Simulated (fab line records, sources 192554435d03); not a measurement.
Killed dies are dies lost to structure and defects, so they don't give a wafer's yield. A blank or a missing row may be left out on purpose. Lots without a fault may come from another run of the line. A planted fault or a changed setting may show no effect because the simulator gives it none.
fab line records | flow n5_finfet
record lots=24 wafers=72 last_day=18
route steps=1938 shown MOL_CONTACT_COAG@546 BEOL_M0_SAQP@649
lots that met no fault: from a run of the same line without faults
start_h: hours from the record's first day to the start of the lot's first wafer shown | wait_h: hours since the lot's step before | " the same as in the row above | L1.1+2: a row that stands for several wafers | - no value, or no start given | * or withheld: withheld | < > ~ a bound
route shown NAME@n: a module of which the file shows steps, and the number in the route of the first | usual: mean/standard deviation of fault-free wafers | same: alike in all rows | chamber/n: place in a boat | sites: the reading at each site | _std_site: their standard deviation | _edge_site: outer sites' mean less inner sites' | radius_mm: how far each site lies from the wafer's centre | mask NAME#n: copy n | behind: the tool/chamber that last shaped the wafer | hold: why the lot was held/for how many hours/how that ended | device: the transistor (n, p or np) that didn't switch | end of line: the same wafers' tests at the end of the route | a step without rows: its recipe alone | killed: dies lost to structure and defects at the first sort, not the wafer's yield | map: a wafer's dies, x killed, . not, _ none there
set.NAME: the setting as run; set.NAME@STEP: as run at that earlier step | model.NAME: the simulator's own value behind a step, which no gauge read
steps of the route over a sample of lots; a table a step, a row a wafer
services: from which hour (start_h, from the record's first day; less than 0 if before it) a tool's chamber was out of use, for how many hours, and why
## steps
# step N5_MOL_CONTACT_COAG_PRE_CLEAN_141
# recipe gas=H2/He time_s=60 temp_c=300
# usual heater_power_w=461/58 susceptor_temp_C=299.99/0.21
# columns lot.wafer tool chamber start_h wait_h heater_power_w susceptor_temp_C
L074.1 pvd_sputter-03 - 88.61 0.7 455 300.20
L074.2 " - " " 476 299.76
L074.3 " - " " 503 300.26
L075.1 pvd_sputter-01 - 96.99 3.6 534 299.75
L075.5 " - " " 512 299.84
L075.6 " - " " 341 299.57
L076.1 pvd_sputter-01 - 101.11 1.2 397 299.96
L076.3 " - " " 343 300.23
L076.4 " - " " 531 299.71
L077.1 pvd_sputter-01 - 105.77 1.0 345 300.08
L077.5 " - " " 519 299.95
L077.6 " - " " 398 300.02
L078.3 pvd_sputter-01 - 114.48 0.8 345 299.58
L078.4 " - " " 527 299.80
L078.6 " - " " 538 300.23
L079.2 pvd_sputter-03 - 118.29 0.6 459 299.71
L079.3 " - " " 458 300.03
L079.4 " - " " 505 299.99
L080.1 pvd_sputter-01 - 129.45 1.2 405 299.73
L080.3 " - " " 515 300.00
L080.5 " - " " 537 300.31
L081.1 pvd_sputter-03 - 135.19 2.6 502 300.16
L081.4 " - " " 491 300.02
L081.6 " - " " 462 300.46
L082.1 pvd_sputter-02 - 135.91 1.1 514 299.78
L082.4 " - " " 401 300.02
L082.5 " - " " 518 299.56
L083.2 pvd_sputter-03 - 143.07 0.2 464 299.75
L083.5 " - " " 495 300.09
L083.6 " - " " 463 299.82
L084.1 pvd_sputter-03 - 152.29 2.1 486 300.17
L084.4 " - " " 451 300.01
L084.5 " - " " 503 300.25
L085.1 pvd_sputter-01 - 160.20 0.9 337 300.21
L085.4 " - " " 522 300.08
L085.6 " - " " 544 299.77
L086.1 pvd_sputter-02 - 160.93 0.2 428 300.02
L086.4 " - " " 408 299.77
L086.5 " - " " 438 300.17
L087.3 pvd_sputter-03 - 168.75 0.1 483 299.80
L087.4 " - " " 486 300.15
L087.6 " - " " 466 299.80
L088.1 pvd_sputter-03 - 177.30 2.0 491 300.36
L088.2 " - " " 506 300.09
L088.6 " - " " 457 299.98
L089.1 pvd_sputter-01 - 182.95 0.8 517 299.49
L089.2 " - " " 406 299.69
L089.4 " - " " 357 300.10
L090.1 pvd_sputter-01 - 189.54 0.6 342 300.23
L090.2 " - " " 531 299.80
L090.3 " - " " 521 299.91
L092.1 pvd_sputter-03 - 199.87 2.0 493 299.94
L092.2 " - " " 458 299.74
L092.3 " - " " 462 300.14
L091.1 pvd_sputter-03 - 200.89 1.0 519 300.35
L091.4 " - " " 493 299.92
L091.6 " - " " 454 300.03
L093.3 pvd_sputter-01 - 207.39 0.4 513 300.21
L093.4 " - " " 527 300.42
L093.6 " - " " 522 300.30
L094.1 pvd_sputter-03 - 210.05 1.8 492 300.23
L094.4 " - " " 513 300.32
L094.6 " - " " 468 300.24
L095.2 pvd_sputter-01 - 215.88 0.5 513 299.96
L095.3 " - " " 403 299.98
L095.6 " - " " 348 299.79
L096.1 pvd_sputter-02 - 221.47 0.6 391 299.85
L096.2 " - " " 499 299.90
L096.5 " - " " 427 300.04
L097.1 pvd_sputter-02 - 230.74 1.1 504 299.99
L097.4 " - " " 419 300.20
L097.6 " - " " 503 299.68
# step N5_MOL_CONTACT_COAG_ETCH_47
# recipe chemistry=CH3F/O2 target=SiNx target_depth_a=270 mask_material=SiO2 stop_on=W over_etch_frac=0.2 ion_energy_ev=120 endpoint=OES-CN pressure_mtorr=30 source_w=395 bias_w=73 Ar_flow_sccm=150 CH3F_flow_sccm=30 O2_flow_sccm=20 ends=end_point
# usual drypump_motor_current_A=5.8/0.33 etch_rf_on_time_s=31.1/0.48 oes_product_au=0.71/0.068 rf_vpp_V=298/3.1 showerhead_plenum_p_Torr=2.00/0.074 throttle_valve_pct=16.34/0.26
# columns lot.wafer tool chamber start_h wait_h drypump_motor_current_A etch_rf_on_time_s oes_product_au rf_hours_counter_h rf_vpp_V showerhead_plenum_p_Torr throttle_valve_pct
L074.1 rie_diel-04 0 98.14 0.0 5.5 30.3 0.80 42 294 1.96 15.95
L074.2 " 3 " " 5.6 31.4 0.80 11 303 2.14 16.34
L074.3 " 2 " " 5.6 31.5 0.69 150 298 2.08 16.71
L075.1 rie_diel-03 0 105.33 0.0 5.1 32.0 0.61 239 302 1.97 16.57
L075.5 " 0 " " 5.1 31.6 0.61 - 302 1.97 16.58
L075.6 " 1 " " 6.3 30.7 0.61 - 294 1.97 16.32
L076.1 rie_diel-01 2 109.16 0.0 6.2 31.7 0.65 182 298 1.99 16.26
L076.3 " 3 " " 5.7 30.6 0.72 97 295 1.93 16.45
L076.4 " 1 " " 6.0 31.1 0.63 206 299 1.98 16.38
L077.1 rie_diel-01 0 113.95 0.0 6.1 30.8 0.76 76 299 1.93 15.94
L077.5 " 0 " " 6.0 31.2 0.76 - 299 1.93 15.94
L077.6 " 1 " " 6.0 31.3 0.63 - 298 1.98 16.39
L078.3 rie_diel-01 0 122.17 0.0 6.0 30.9 0.76 79 298 1.93 15.95
L078.4 " 2 " " 6.2 31.8 0.64 186 299 1.99 16.26
L078.6 " 1 " " 5.9 31.2 0.62 - 298 1.97 16.41
L079.2 rie_diel-04 0 126.12 0.0 5.5 30.6 0.78 53 294 1.95 15.97
L079.3 " 2 " " 5.6 31.7 0.68 161 298 2.08 16.72
L079.4 " 3 " " 5.6 31.3 0.79 20 302 2.14 16.38
L080.1 rie_diel-04 1 136.38 0.0 6.2 30.7 0.79 34 303 2.13 16.28
L080.3 " 2 " " 5.6 31.6 0.68 164 298 2.08 16.74
L080.5 " 2 " " 5.6 31.6 0.68 - 298 2.08 16.75
L081.1 rie_diel-01 0 143.53 0.0 6.0 31.2 0.75 85 298 1.93 15.96
L081.4 " 1 " " 6.0 31.3 0.62 217 299 1.97 16.39
L081.6 " 3 " " 5.7 30.5 0.70 - 295 1.93 16.46
L082.1 rie_diel-04 0 144.21 0.0 5.5 30.3 0.78 58 294 1.95 15.96
L082.4 " 1 " " 6.2 30.9 0.77 36 302 2.13 16.27
L082.5 " 3 " " 5.7 31.1 0.78 - 305 2.14 16.39
L083.2 rie_diel-03 2 150.46 0.0 5.5 31.0 0.70 135 298 2.09 16.66
L083.5 " 0 " " 5.1 31.9 0.60 - 301 1.96 16.62
L083.6 " 3 " " 5.9 31.5 0.68 - 293 1.92 16.51
L084.1 rie_diel-04 2 161.52 0.0 5.6 31.4 0.67 171 298 2.08 16.73
L084.4 " 3 " " 5.6 31.4 0.77 - 304 2.13 16.40
L084.5 " 0 " " 5.5 30.5 0.78 - 293 1.95 16.00
L085.1 rie_diel-03 1 168.24 0.0 6.3 30.7 0.87 4 294 1.96 15.89
L085.4 " 1 " " 6.4 30.4 0.86 - 295 1.96 15.90
L085.6 " 3 " " 5.9 31.1 0.68 - 292 1.92 16.54
L086.1 rie_diel-01 1 168.64 0.0 6.0 31.1 0.62 226 298 1.97 16.43
L086.4 " 2 " " 6.2 31.7 0.64 201 297 1.99 16.30
L086.5 " 2 " " 6.1 31.5 0.64 - 297 1.99 16.29
L087.3 rie_diel-04 3 178.53 0.0 5.7 30.9 0.76 39 303 2.13 16.43
L087.4 " 2 " " 5.6 31.3 0.67 - 298 2.07 16.77
L087.6 " 0 " " 5.5 30.0 0.76 - 293 1.94 15.99
L088.1 rie_diel-01 0 187.56 0.0 6.0 31.1 0.74 100 299 1.93 16.01
L088.2 " 3 " " 5.7 30.6 0.70 122 296 1.92 16.48
L088.6 " 0 " " 6.0 31.5 0.73 - 301 1.93 15.97
L089.1 rie_diel-01 0 191.14 0.0 6.1 31.5 0.73 101 299 1.92 15.98
L089.2 " 2 " " 6.2 31.9 0.63 210 298 1.99 16.32
L089.4 " 1 " " 5.9 31.2 0.61 235 297 1.97 16.44
L090.1 rie_diel-01 1 197.58 0.0 5.9 31.7 0.60 237 299 1.97 16.45
L090.2 " 3 " " 5.7 31.0 0.69 126 296 1.92 16.49
L090.3 " 0 " " 6.0 31.8 0.73 104 299 1.92 15.99
L092.1 rie_diel-03 3 206.64 0.0 5.9 31.0 0.67 174 294 1.91 16.55
L092.2 " 1 " " 6.4 30.7 0.82 18 294 1.96 15.93
L092.3 " 0 " " 5.1 30.5 0.83 10 302 1.96 16.13
L091.1 rie_diel-04 2 212.38 0.0 5.6 31.5 0.66 191 298 2.07 16.79
L091.4 " 0 " " 5.5 30.6 0.74 - 293 1.94 16.01
L091.6 " 3 " " 5.6 31.5 0.73 - 303 2.13 16.45
L093.3 rie_diel-04 0 215.02 0.0 5.5 30.7 0.74 86 293 1.94 16.02
L093.4 " 3 " " 5.6 31.6 0.74 - 302 2.13 16.44
L093.6 " 0 " " 5.5 30.4 0.75 - 294 1.94 16.04
L094.1 rie_diel-03 0 219.14 0.0 5.1 30.3 0.83 14 300 1.95 16.14
L094.4 " 3 " " 6.0 31.2 0.67 - 294 1.91 16.57
L094.6 " 1 " " 6.4 30.5 0.82 - 293 1.96 15.94
L095.2 rie_diel-01 0 222.93 0.0 6.0 31.1 0.73 113 299 1.92 16.00
L095.3 " 1 " " 6.0 31.2 0.60 243 298 1.96 16.47
L095.6 " 2 " " 6.2 32.1 0.62 - 297 1.98 16.34
L096.1 rie_diel-03 0 229.70 0.0 5.0 30.2 0.81 19 301 1.95 16.17
L096.2 " 3 " " 5.9 31.2 0.67 183 294 1.91 16.59
L096.5 " 1 " " 6.3 30.7 0.81 - 295 1.96 15.95
L097.1 rie_diel-01 0 241.93 0.0 6.1 31.7 0.71 119 299 1.92 16.02
L097.4 " 1 " " 5.9 31.7 0.59 249 299 1.96 16.47
L097.6 " 3 " " 5.8 30.6 0.68 - 295 1.92 16.52
# step N5_MOL_CONTACT_COAG_ALD_133
# recipe material=SiO2 target_thk_a=50 temp_c=100 ald_precursor_family=BDEAS ald_co_reactant=O2-plasma pulse_time_s=1 co_reactant_pulse_time_s=1 purge_time_s=2 co_reactant_purge_time_s=2 ald_cycles=35 pressure_torr=2
# usual heater_power_w=81/9.8 precursor_pulse_height_rel=0.996/0.021 susceptor_temp_C=100.01/0.14
# same ald_cycles=35 co_reactant_pulse_time_s=1
# columns lot.wafer tool chamber start_h wait_h heater_power_w precursor_pulse_height_rel susceptor_temp_C
L074.1 ald_sin-03 0 98.94 0.1 83 0.984 99.90
L074.2 " 1 " " 69 1.022 100.05
L074.3 " 2 " " 81 1.003 99.85
L075.1 ald_sin-03 0 106.26 0.1 81 0.957 100.05
L075.5 " 0 " " 83 1.004 100.02
L075.6 " 3 " " 78 0.995 99.91
L076.1 ald_sin-02 3 110.32 0.3 90 0.993 100.07
L076.3 " 1 " " 66 0.978 100.16
L076.4 " 2 " " 70 1.017 99.81
L077.1 ald_sin-03 3 114.75 0.1 78 0.994 100.14
L077.5 " 2 " " 82 1.001 100.11
L077.6 " 1 " " 71 0.954 100.07
L078.3 ald_sin-01 3 123.34 0.2 83 0.968 99.99
L078.4 " 2 " " 100 1.012 99.73
L078.6 " 1 " " 92 0.976 99.89
L079.2 ald_sin-01 0 126.93 0.1 69 1.001 100.05
L079.3 " 2 " " 100 0.962 100.07
L079.4 " 1 " " 91 1.011 99.85
L080.1 ald_sin-02 2 137.19 0.1 69 1.017 100.13
L080.3 " 1 " " 67 0.995 99.95
L080.5 " 0 " " 80 0.971 99.87
L081.1 ald_sin-01 2 144.51 0.1 96 0.973 100.24
L081.4 " 0 " " 70 0.971 100.13
L081.6 " 1 " " 89 0.999 100.31
L082.1 ald_sin-01 1 145.01 0.1 91 0.971 100.30
L082.4 " 3 " " 84 0.999 99.72
L082.5 " 2 " " 96 0.975 99.89
L083.2 ald_sin-02 3 151.27 0.1 90 1.012 100.02
L083.5 " 3 " " 91 1.003 99.93
L083.6 " 2 " " 69 0.987 99.93
L084.1 ald_sin-03 0 162.44 0.1 83 0.963 100.00
L084.4 " 2 " " 85 1.024 99.89
L084.5 " 2 " " 84 0.976 99.85
L085.1 ald_sin-03 3 169.17 0.1 79 1.026 99.98
L085.4 " 1 " " 72 0.982 100.07
L085.6 " 1 " " 72 0.966 100.13
L086.1 ald_sin-02 0 169.86 0.1 80 1.012 100.00
L086.4 " 1 " " 67 1.051 99.86
L086.5 " 1 " " 68 0.995 99.99
L087.3 ald_sin-03 2 179.59 0.2 85 0.979 99.93
L087.4 " 1 " " 71 0.997 100.06
L087.6 " 0 " " 82 1.006 99.98
L088.1 ald_sin-01 1 188.88 0.1 92 0.990 99.99
L088.2 " 0 " " 70 0.995 99.80
L088.6 " 2 " " 96 1.021 99.83
L089.1 ald_sin-02 3 192.07 0.1 89 0.996 99.90
L089.2 " 0 " " 75 0.975 100.14
L089.4 " 2 " " 70 0.991 99.95
L090.1 ald_sin-01 0 198.54 0.1 68 0.988 100.19
L090.2 " 3 " " 84 0.995 99.58
L090.3 " 2 " " 98 1.000 100.23
L092.1 ald_sin-01 3 207.45 0.1 84 1.028 100.15
L092.2 " 1 " " 95 0.964 99.98
L092.3 " 0 " " 68 0.985 99.98
L091.1 ald_sin-02 2 213.31 0.1 68 1.003 100.00
L091.4 " 0 " " 78 0.991 100.01
L091.6 " 0 " " 74 1.008 100.12
L093.3 ald_sin-01 3 215.82 0.1 82 1.000 100.03
L093.4 " 2 " " 99 0.958 100.07
L093.6 " 1 " " 92 0.997 100.07
L094.1 ald_sin-03 1 219.94 0.1 73 1.008 100.21
L094.4 " 2 " " 85 1.010 99.99
L094.6 " 2 " " 85 1.017 99.94
L095.2 ald_sin-02 0 223.93 0.1 77 0.981 100.06
L095.3 " 2 " " 70 1.003 100.09
L095.6 " 3 " " 91 1.005 100.01
L096.1 ald_sin-01 1 230.71 0.1 93 1.025 100.11
L096.2 " 0 " " 68 0.998 99.80
L096.5 " 0 " " 69 1.003 99.90
L097.1 ald_sin-03 0 243.91 0.3 84 0.980 100.11
L097.4 " 3 " " 78 0.998 100.12
L097.6 " 0 " " 84 0.999 99.99
# step N5_BEOL_M0_SAQP_CD_MEAS_14
# recipe target_cd_nm=42.5 landing_energy_ev=500 detector=se_inlens
# usual cd_nm=42.47/0.29
# columns lot.wafer tool chamber start_h wait_h cd_nm
L074.1 cd_sem-01 0 105.84 - 42.84
L074.2 " 0 " " 42.79
L074.3 " 0 " " 42.93
L075.1 cd_sem-02 0 113.01 - 42.88
L075.5 " 0 " " 42.73
L075.6 " 0 " " 42.71
L076.1 cd_sem-03 0 118.08 - 42.52
L076.3 " 0 " " 42.29
L076.4 " 0 " " 42.41
L077.1 cd_sem-03 0 122.22 - 41.66
L077.5 " 0 " " 41.67
L077.6 " 0 " " 42.27
L078.3 cd_sem-02 0 129.82 - 42.52
L078.4 " 0 " " 42.55
L078.6 " 0 " " 42.40
L079.2 cd_sem-02 0 132.71 - 42.27
L079.3 " 0 " " 42.29
L079.4 " 0 " " 42.52
L080.1 cd_sem-02 0 142.77 - 41.81
L080.3 " 0 " " 42.06
L080.5 " 0 " " 42.26
L081.1 cd_sem-01 0 152.68 - 42.48
L081.4 " 0 " " 42.74
L081.6 " 0 " " 42.51
L082.1 cd_sem-01 0 153.76 - 42.55
L082.4 " 0 " " 42.33
L082.5 " 0 " " 42.39
L083.2 cd_sem-03 0 157.26 - 42.41
L083.5 " 0 " " 42.52
L083.6 " 0 " " 42.27
L084.1 cd_sem-02 0 169.17 - 42.51
L084.4 " 0 " " 41.96
L084.5 " 0 " " 42.49
L085.1 cd_sem-03 0 175.30 - 42.95
L085.4 " 0 " " 42.52
L085.6 " 0 " " 42.64
L086.1 cd_sem-03 0 178.44 - 42.45
L086.4 " 0 " " 42.52
L086.5 " 0 " " 42.59
L087.3 cd_sem-03 0 186.69 - 42.53
L087.4 " 0 " " 42.43
L087.6 " 0 " " 42.49
L088.1 cd_sem-03 0 195.06 - 42.59
L088.2 " 0 " " 42.54
L088.6 " 0 " " 42.34
L089.1 cd_sem-01 0 197.84 - 42.58
L089.2 " 0 " " 42.44
L089.4 " 0 " " 43.10
L090.1 cd_sem-01 0 207.96 - 42.39
L090.2 " 0 " " 42.39
L090.3 " 0 " " 42.52
L092.1 cd_sem-01 0 215.48 - 42.16
L092.2 " 0 " " 42.23
L092.3 " 0 " " 42.60
L091.1 cd_sem-03 0 220.08 - 42.35
L091.4 " 0 " " 42.48
L091.6 " 0 " " 42.59
L093.3 cd_sem-03 0 224.39 - 42.74
L093.4 " 0 " " 42.69
L093.6 " 0 " " 43.08
L094.1 cd_sem-02 0 226.65 - 42.28
L094.4 " 0 " " 42.35
L094.6 " 0 " " 42.22
L095.2 cd_sem-02 0 230.06 - 42.23
L095.3 " 0 " " 42.30
L095.6 " 0 " " 42.26
L096.1 cd_sem-03 0 236.86 - 42.64
L096.2 " 0 " " 42.56
L096.5 " 0 " " 42.18
L097.1 cd_sem-02 0 250.60 - 43.04
L097.4 " 0 " " 42.90
L097.6 " 0 " " 42.83
# step N5_BEOL_M0_SAQP_DESCUM_19
# recipe chemistry=O2 time_s=7.9 source_power_w=50 bias_power_w=20 pressure_mtorr=20 rf_frequency_hz=2.712e+07 temp_c=40 resist=CAR-ArF o2_flow_sccm=225
# usual bias_power_w=20.00/0.062 drypump_motor_current_A=5.7/0.33 oes_product_au=0.78/0.083 rf_vpp_V=242.7/1.5 showerhead_plenum_p_Torr=2.07/0.08 throttle_valve_pct=20.47/0.25
# columns lot.wafer tool chamber start_h wait_h bias_power_w drypump_motor_current_A oes_product_au rf_hours_counter_h rf_vpp_V showerhead_plenum_p_Torr throttle_valve_pct
L074.1 rie_diel-05 0 106.04 0.1 19.99 6.2 0.75 141 243.0 2.09 20.34
L074.2 " 1 " " 20.04 5.2 0.96 3 241.9 2.05 20.31
L074.3 " 2 " " 19.96 6.0 0.73 183 245.7 2.17 20.21
L075.1 rie_diel-06 3 113.10 0.0 19.94 5.3 0.68 244 242.3 1.97 20.31
L075.5 " 1 " " 20.05 5.9 0.78 - 240.5 1.95 20.90
L075.6 " 2 " " 19.97 5.8 0.74 - 242.4 2.01 20.75
L076.1 rie_diel-05 1 118.21 0.1 19.98 5.2 0.93 8 243.1 2.05 20.30
L076.3 " 2 " " 20.00 6.0 0.72 187 242.7 2.17 20.22
L076.4 " 2 " " 20.01 6.0 0.72 - 245.0 2.17 20.20
L077.1 rie_diel-06 1 122.30 0.0 20.09 5.9 0.78 117 239.0 1.95 20.92
L077.5 " 3 " " 20.01 5.3 0.69 - 240.4 1.97 20.33
L077.6 " 2 " " 19.90 5.9 0.75 - 241.9 2.01 20.76
L078.3 rie_diel-05 1 129.91 0.0 20.09 5.2 0.93 11 241.3 2.05 20.32
L078.4 " 3 " " 20.09 5.6 1.02 0 242.8 2.05 20.20
L078.6 " 1 " " 20.03 5.2 0.93 - 242.9 2.05 20.31
L079.2 rie_diel-06 2 132.89 0.1 19.94 5.9 0.73 149 241.9 2.01 20.76
L079.3 " 0 " " 20.04 5.7 0.83 92 244.7 2.20 20.42
L079.4 " 3 " " 20.03 5.3 0.67 249 242.1 1.97 20.31
L080.1 rie_diel-05 0 142.86 0.0 20.02 6.1 0.74 151 243.4 2.09 20.34
L080.3 " 3 " " 20.01 5.6 0.98 3 243.4 2.05 20.17
L080.5 " 0 " " 19.96 6.1 0.74 - 242.8 2.09 20.36
L081.1 rie_diel-06 1 153.24 0.5 20.03 6.0 0.77 126 240.6 1.95 20.91
L081.4 " 2 " " 19.94 5.9 0.73 - 241.3 2.01 20.75
L081.6 " 2 " " 19.92 5.9 0.72 - 240.5 2.01 20.77
L082.1 rie_diel-06 1 154.00 0.2 19.97 5.9 0.76 126 241.8 1.95 20.91
L082.4 " 1 " " 20.03 5.9 0.77 - 241.1 1.95 20.92
L082.5 " 2 " " 20.00 5.9 0.74 - 240.2 2.01 20.77
L083.2 rie_diel-06 3 157.39 0.1 20.06 5.3 0.67 254 239.3 1.97 20.33
L083.5 " 2 " " 20.06 5.9 0.73 - 242.0 2.01 20.78
L083.6 " 3 " " 19.95 5.3 0.67 - 241.1 1.97 20.32
L084.1 rie_diel-05 0 169.37 0.1 19.98 6.2 0.73 160 243.1 2.08 20.36
L084.4 " 1 " " 20.02 5.2 0.91 22 243.0 2.04 20.32
L084.5 " 0 " " 19.96 6.2 0.74 - 242.1 2.08 20.36
L085.1 rie_diel-06 0 175.39 0.0 19.89 5.7 0.82 102 244.1 2.19 20.45
L085.4 " 1 " " 20.00 5.9 0.77 - 240.3 1.94 20.94
L085.6 " 2 " " 19.99 5.8 0.73 - 242.3 2.01 20.78
L086.1 rie_diel-05 3 178.65 0.2 19.94 5.6 0.93 13 241.6 2.05 20.21
L086.4 " 0 " " 20.11 6.2 0.73 162 243.5 2.08 20.36
L086.5 " 2 " " 20.02 6.0 0.71 - 244.0 2.16 20.22
L087.3 rie_diel-02 3 186.88 0.1 19.92 5.5 0.75 161 243.0 2.09 20.54
L087.4 " 3 " " 19.95 5.5 0.74 - 242.6 2.09 20.54
L087.6 " 1 " " 20.11 6.4 0.79 - 244.1 2.20 20.81
L088.1 rie_diel-05 3 195.16 0.0 20.04 5.6 0.93 17 242.9 2.05 20.23
L088.2 " 1 " " 19.89 5.2 0.88 28 241.4 2.04 20.33
L088.6 " 1 " " 19.89 5.2 0.89 - 242.0 2.04 20.33
L089.1 rie_diel-02 3 197.93 0.0 20.01 5.5 0.75 164 242.8 2.09 20.53
L089.2 " 1 " " 19.91 6.3 0.78 106 246.6 2.20 20.81
L089.4 " 0 " " 19.91 5.4 0.69 243 244.5 2.14 20.44
L090.1 rie_diel-02 0 208.04 0.0 19.92 5.4 0.69 247 245.0 2.14 20.44
L090.2 " 2 " " 19.91 5.5 0.78 118 242.3 2.02 20.33
L090.3 " 1 " " 19.94 6.3 0.78 109 246.7 2.20 20.81
L092.1 rie_diel-05 0 215.57 0.0 20.01 6.1 0.73 173 241.6 2.08 20.38
L092.2 " 3 " " 20.05 5.6 0.92 24 242.0 2.04 20.23
L092.3 " 1 " " 20.09 5.2 0.87 34 242.1 2.04 20.35
L091.1 rie_diel-06 1 220.17 0.0 19.96 5.9 0.75 147 240.6 1.94 20.95
L091.4 " 0 " " 19.98 5.7 0.80 116 244.2 2.19 20.46
L091.6 " 0 " " 20.03 5.7 0.80 - 243.8 2.19 20.47
L093.3 rie_diel-05 0 224.48 0.0 19.88 6.2 0.72 175 243.1 2.08 20.38
L093.4 " 2 " " 20.01 6.1 0.71 216 244.8 2.16 20.25
L093.6 " 0 " " 19.97 6.2 0.72 - 243.3 2.08 20.38
L094.1 rie_diel-05 0 226.74 0.0 20.03 6.2 0.72 176 242.5 2.08 20.39
L094.4 " 2 " " 20.02 6.1 0.70 217 245.9 2.16 20.25
L094.6 " 1 " " 20.01 5.2 0.87 - 242.0 2.04 20.34
L095.2 rie_diel-05 0 230.14 0.0 19.98 6.1 0.73 177 242.1 2.08 20.39
L095.3 " 2 " " 20.00 6.0 0.70 218 244.4 2.16 20.25
L095.6 " 3 " " 19.94 5.5 0.90 - 242.7 2.04 20.24
L096.1 rie_diel-02 2 236.95 0.0 19.93 5.5 0.76 129 242.9 2.02 20.35
L096.2 " 3 " " 19.95 5.5 0.74 178 243.3 2.08 20.57
L096.5 " 2 " " 19.93 5.5 0.77 - 242.1 2.02 20.35
L097.1 rie_diel-06 3 250.69 0.0 19.98 5.3 0.93 21 244.5 2.22 20.01
L097.4 " 2 " " 19.98 5.9 0.71 185 241.4 2.00 20.80
L097.6 " 0 " " 19.99 5.7 0.79 - 243.7 2.18 20.47
# step N5_BEOL_M0_SAQP_RECESS_114
# recipe chemistry=HF/NH3 target=SiO2 target_depth_a=144 afs_cycles=3 temp_c=30 sublimation_temp_c=180 sublimation_time_s=60
# usual drypump_motor_current_A=5.40/0.29 foreline_p_Torr=0.1281/0.00063
# columns lot.wafer tool chamber start_h wait_h drypump_motor_current_A foreline_p_Torr
L074.1 vapor_etch-02 0 106.60 0.0 5.81 0.1283
L074.2 " 1 " " 5.04 0.1280
L074.3 " 1 " " 5.05 0.1279
L075.1 vapor_etch-02 1 113.61 0.0 5.07 0.1278
L075.5 " 1 " " 5.03 0.1281
L075.6 " 0 " " 5.80 0.1289
L076.1 vapor_etch-02 0 118.72 0.0 5.79 0.1286
L076.3 " 1 " " 5.08 0.1279
L076.4 " 0 " " 5.82 0.1277
L077.1 vapor_etch-02 0 122.82 0.0 5.83 0.1278
L077.5 " 1 " " 5.07 0.1283
L077.6 " 0 " " 5.85 0.1278
L078.3 vapor_etch-01 0 130.73 0.3 5.34 0.1278
L078.4 " 1 " " 5.33 0.1275
L078.6 " 1 " " 5.36 0.1268
L079.2 vapor_etch-01 1 133.40 0.0 5.32 0.1279
L079.3 " 0 " " 5.31 0.1299
L079.4 " 1 " " 5.31 0.1288
L080.1 vapor_etch-02 1 143.37 0.0 5.12 0.1283
L080.3 " 0 " " 5.82 0.1279
L080.5 " 0 " " 5.82 0.1284
L081.1 vapor_etch-01 1 154.04 0.0 5.34 0.1286
L081.4 " 0 " " 5.34 0.1291
L081.6 " 1 " " 5.34 0.1283
L082.1 vapor_etch-01 1 154.76 0.1 5.34 0.1280
L082.4 " 0 " " 5.34 0.1282
L082.5 " 1 " " 5.34 0.1290
L083.2 vapor_etch-02 1 157.90 0.0 5.07 0.1280
L083.5 " 1 " " 5.07 0.1280
L083.6 " 0 " " 5.80 0.1287
L084.1 vapor_etch-02 0 169.88 0.0 5.84 0.1271
L084.4 " 1 " " 5.05 0.1285
L084.5 " 0 " " 5.83 0.1275
L085.1 vapor_etch-02 0 175.89 0.0 5.81 0.1283
L085.4 " 1 " " 5.08 0.1279
L085.6 " 0 " " 5.81 0.1282
L086.1 vapor_etch-01 1 179.15 0.0 5.33 0.1282
L086.4 " 1 " " 5.33 0.1267
L086.5 " 0 " " 5.39 0.1266
L087.3 vapor_etch-02 0 187.56 0.2 5.82 0.1285
L087.4 " 1 " " 5.09 0.1281
L087.6 " 1 " " 5.08 0.1281
L088.1 vapor_etch-01 1 195.66 0.0 5.33 0.1287
L088.2 " 0 " " 5.28 0.1273
L088.6 " 1 " " 5.35 0.1296
L089.1 vapor_etch-01 1 198.47 0.0 5.33 0.1281
L089.2 " 0 " " 5.32 0.1278
L089.4 " 0 " " 5.32 0.1273
L090.1 vapor_etch-01 0 208.56 0.0 5.37 0.1283
L090.2 " 1 " " 5.34 0.1268
L090.3 " 1 " " 5.35 0.1275
L092.1 vapor_etch-01 1 216.07 0.0 5.34 0.1290
L092.2 " 0 " " 5.36 0.1275
L092.3 " 1 " " 5.34 0.1277
L091.1 vapor_etch-02 1 222.29 1.6 5.06 0.1278
L091.4 " 1 " " 5.05 0.1280
L091.6 " 1 " " 5.07 0.1282
L093.3 vapor_etch-02 1 225.10 0.1 5.04 0.1280
L093.4 " 0 " " 5.80 0.1277
L093.6 " 0 " " 5.78 0.1281
L094.1 vapor_etch-02 0 229.07 1.8 5.80 0.1285
L094.4 " 1 " " 5.06 0.1276
L094.6 " 0 " " 5.83 0.1286
L095.2 vapor_etch-02 0 231.00 0.4 5.81 0.1288
L095.3 " 0 " " 5.84 0.1286
L095.6 " 1 " " 5.01 0.1278
L096.1 vapor_etch-02 1 237.60 0.0 5.05 0.1282
L096.2 " 0 " " 5.84 0.1277
L096.5 " 0 " " 5.85 0.1274
L097.1 vapor_etch-01 1 251.20 0.0 5.32 0.1280
L097.4 " 1 " " 5.35 0.1290
L097.6 " 1 " " 5.34 0.1301
## services
# columns tool chamber start_h hours kind
ald_sin-01 0 79.67 12.1 repair
ald_sin-01 - 85.25 14.0 pm
rie_diel-03 2 88.25 5.0 repair
rie_diel-06 3 106.80 1.2 repair
vapor_etch-02 - 107.69 2.8 pm
rie_diel-06 - 110.12 0.7 repair
ald_sin-02 - 112.02 6.1 pm
pvd_sputter-03 - 123.26 7.9 repair
vapor_etch-01 - 127.12 1.1 repair
pvd_sputter-02 - 137.70 5.1 repair
rie_diel-06 0 151.75 8.8 repair
rie_diel-04 1 154.12 31.9 repair
ald_sin-02 - 176.79 14.0 pm
rie_diel-06 1 185.66 1.9 repair
rie_diel-02 2 186.31 1.2 repair
rie_diel-01 1 203.47 7.2 repair
ald_sin-03 - 204.96 6.0 pm
ald_sin-02 3 205.50 4.2 repair
rie_diel-04 1 209.09 6.8 repair
rie_diel-03 2 212.85 15.3 repair
vapor_etch-01 - 219.46 14.6 pm
ald_sin-03 3 238.84 2.9 repair
rie_diel-04 - 240.08 14.6 pm
ald_sin-03 - 241.20 1.1 repair
## key
fault none
